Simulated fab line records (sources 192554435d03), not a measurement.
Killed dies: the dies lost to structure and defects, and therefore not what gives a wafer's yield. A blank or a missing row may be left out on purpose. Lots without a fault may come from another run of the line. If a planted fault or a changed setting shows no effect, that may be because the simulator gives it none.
Which tool was responsible?	flow n5_finfet	Sampling: 9 lots, 26 wafers, 3 of 1938 route steps

WHAT EACH GAUGE READ, for each wafer
N5_WELL_APT_INSPECT_38: inspects for defects (darkfield).
lot	measured	on	raw_defect_count
L155	day 2 12:13	defect_inspect-02	21 9
L156	day 2 16:44	defect_inspect-01	1031 20 6
L158	day 3 04:45	defect_inspect-02	1041 12 11
L166	day 5 04:41	defect_inspect-01	23 16 18
L169	day 5 23:01	defect_inspect-02	6 16 11
L170	day 6 05:31	defect_inspect-01	14 9 20
L171	day 6 10:47	defect_inspect-02	11 17 10
L173	day 6 22:41	defect_inspect-02	3 11 13
L174	day 7 04:41	defect_inspect-02	24 12 14

WHICH TOOL RAN EACH LOT (tool, then ch and the chambers of the sampled wafers, then the start)
lot	N5_WELL_APT_DESCUM_13	N5_WELL_APT_STRIP_16
L155	rie_diel-02 ch 0,1, day 2 08:04	wet_bench-06 ch 4,6, day 2 08:33
L156	rie_diel-06 ch 0,2, day 2 13:49	wet_bench-06 ch 1,2,6, day 2 14:18
L158	rie_diel-05 ch 0,1,2, day 3 01:59	wet_bench-06 ch 4,5,6, day 3 02:28
L166	rie_diel-05 ch 0,1, day 5 01:46	wet_bench-05 ch 1,3,4, day 5 02:15
L169	rie_diel-02 ch 0,1, day 5 19:46	wet_bench-06 ch 3,4,5, day 5 20:15
L170	rie_diel-06 ch 0,1,3, day 6 01:53	wet_bench-05 ch 1,2,3, day 6 02:23
L171	rie_diel-02 ch 0,1,2, day 6 07:50	wet_bench-06 ch 2,5,7, day 6 08:19
L173	rie_diel-06 ch 1,2,3, day 6 19:55	wet_bench-03 ch 1,3,6, day 6 20:25
L174	rie_diel-06 ch 0,1,3, day 7 01:55	wet_bench-05 ch 2,5,7, day 7 02:24
- N5_WELL_APT_DESCUM_13: chemistry O2, time 7.9 s.
- N5_WELL_APT_STRIP_16: strips in SPM, time 900 s.

THE ANSWER, worked out from the rows above alone
Rule: the lots themselves supply what counts as usual. Put in order of their means at a reading, lots are off if they are a third of the lots or fewer, leave a main group of 4 or more, and stand apart from it by a gap of 3 or more times the standard deviation of the main group's means; of several such gaps the widest counts. A main group is skipped when, at the precision printed for the reading in the tables above, its means are all equal. A lot without any number at a reading at which 4 lots or more have one is off too. Where the step has rows for the other lots, those lots are counted as sound.
Off at N5_WELL_APT_INSPECT_38 (raw_defect_count): L156, L158. Mean 14 and standard deviation 3.1 in the main group.
If a tool, at a process step before that reading, ran all the lots that are off and no sound lot after the first of them, it fits. Gauges at N5_WELL_APT_INSPECT_38: tried the same way as those tools. Not one of the candidates tried fits.

WHAT WAS PUT IN BY THE SIMULATOR
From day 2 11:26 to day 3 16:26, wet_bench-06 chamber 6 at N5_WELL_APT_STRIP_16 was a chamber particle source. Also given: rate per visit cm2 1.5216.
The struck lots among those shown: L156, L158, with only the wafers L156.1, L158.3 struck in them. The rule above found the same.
